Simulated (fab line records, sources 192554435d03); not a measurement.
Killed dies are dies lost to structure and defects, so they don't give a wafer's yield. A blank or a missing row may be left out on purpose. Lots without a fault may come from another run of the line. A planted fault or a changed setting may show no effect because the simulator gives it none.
One fault seen from 2 desks | flow n5_finfet | each desk has only its own numbers; what lay behind them comes last

THE TOOL OWNER'S DESK: rie_diel-03
The tool's own readings at N5_BEOL_M0_SAQP_ETCH_107 (etches SiNx in CH3F/O2, target depth 30 nm): means of the sampled wafers that have a number, for each lot that ran on this tool. A lot is out of limits, marked OUT, if its mean lies more than 4 standard deviations from the usual mean; the brackets give that distance.
Columns: A = drypump_motor_current_A at N5_BEOL_M0_SAQP_ETCH_107, usual 5.6 A; B = oes_product_au at N5_BEOL_M0_SAQP_ETCH_107, usual 0.78 a.u.; C = rf_vpp_V at N5_BEOL_M0_SAQP_ETCH_107, usual 297.1 V; D = showerhead_plenum_p_Torr at N5_BEOL_M0_SAQP_ETCH_107, usual 2.00 Torr; E = throttle_valve_pct at N5_BEOL_M0_SAQP_ETCH_107, usual 16.41 %
lot  | first seen here | A   | B    | C     | D    | E
L929 | day 8 00:37     | 5.6 | 0.79 | 300.8 | 2.03 | 16.39
L930 | day 8 10:46     | 5.2 | 0.78 | 297.5 | 1.99 | 16.27
L932 | day 8 23:25     | 5.4 | 0.77 | 297.7 | 2.00 | 16.34
L934 | day 9 16:30     | 5.0 | 0.72 | 297.2 | 1.92 | 16.38
This desk's finding: nothing out of limits on any of the 4 lots.

THE METROLOGY DESK
What the gauges read, lot by lot, whatever tool the lot ran on: means of the sampled wafers that have a number. A lot is out of limits, marked OUT, if its mean lies more than 4 standard deviations from the usual mean; the brackets give that distance. Of its 11 readings 7 are shown: those that lie furthest out on some lot.
Columns: A = cd_nm at N5_BEOL_M0_SAQP_CD_MEAS_25, usual 12.82 nm; B = DIBL_N at N5_BEOL_M4_RC_MEAS_101, usual 36.6 mV/V; C = DIBL_P at N5_BEOL_M4_RC_MEAS_101, usual 36.4 mV/V; D = IOFF_P at N5_BEOL_M4_RC_MEAS_101, usual 0.219 nA/um; E = ION_N at N5_BEOL_M4_RC_MEAS_101, usual 678 uA/um; F = ION_P at N5_BEOL_M4_RC_MEAS_101, usual 464 uA/um; G = VT_P at N5_BEOL_M4_RC_MEAS_101, usual -249 mV
lot  | first seen here | A     | B    | C    | D     | E   | F   | G
L929 | day 7 23:49     | 12.52 | 36.3 | 36.3 | 0.208 | 675 | 460 | -249
L930 | day 8 09:55     | 12.62 | 34.2 | 35.2 | 0.233 | 678 | 468 | -245
L932 | day 8 22:35     | 12.79 | 35.9 | 37.0 | 0.197 | 666 | 451 | -252
L933 | day 9 02:46     | 12.80 | 36.3 | 36.1 | 0.214 | 674 | 459 | -249
L934 | day 9 15:43     | 12.64 | 37.9 | 37.5 | 0.266 | 676 | 464 | -246
L939 | day 10 22:54    | 12.63 | 37.3 | 35.8 | 0.182 | 675 | 458 | -253
L940 | day 11 01:54    | 12.85 | 37.1 | 38.2 | 0.229 | 678 | 465 | -250
This desk's finding: nothing out of limits on any of the 7 lots.

PUT TOGETHER
The tool owner's desk saw nothing out of limits.
The metrology desk saw nothing out of limits.

WHAT THE SIMULATOR HAD PUT IN
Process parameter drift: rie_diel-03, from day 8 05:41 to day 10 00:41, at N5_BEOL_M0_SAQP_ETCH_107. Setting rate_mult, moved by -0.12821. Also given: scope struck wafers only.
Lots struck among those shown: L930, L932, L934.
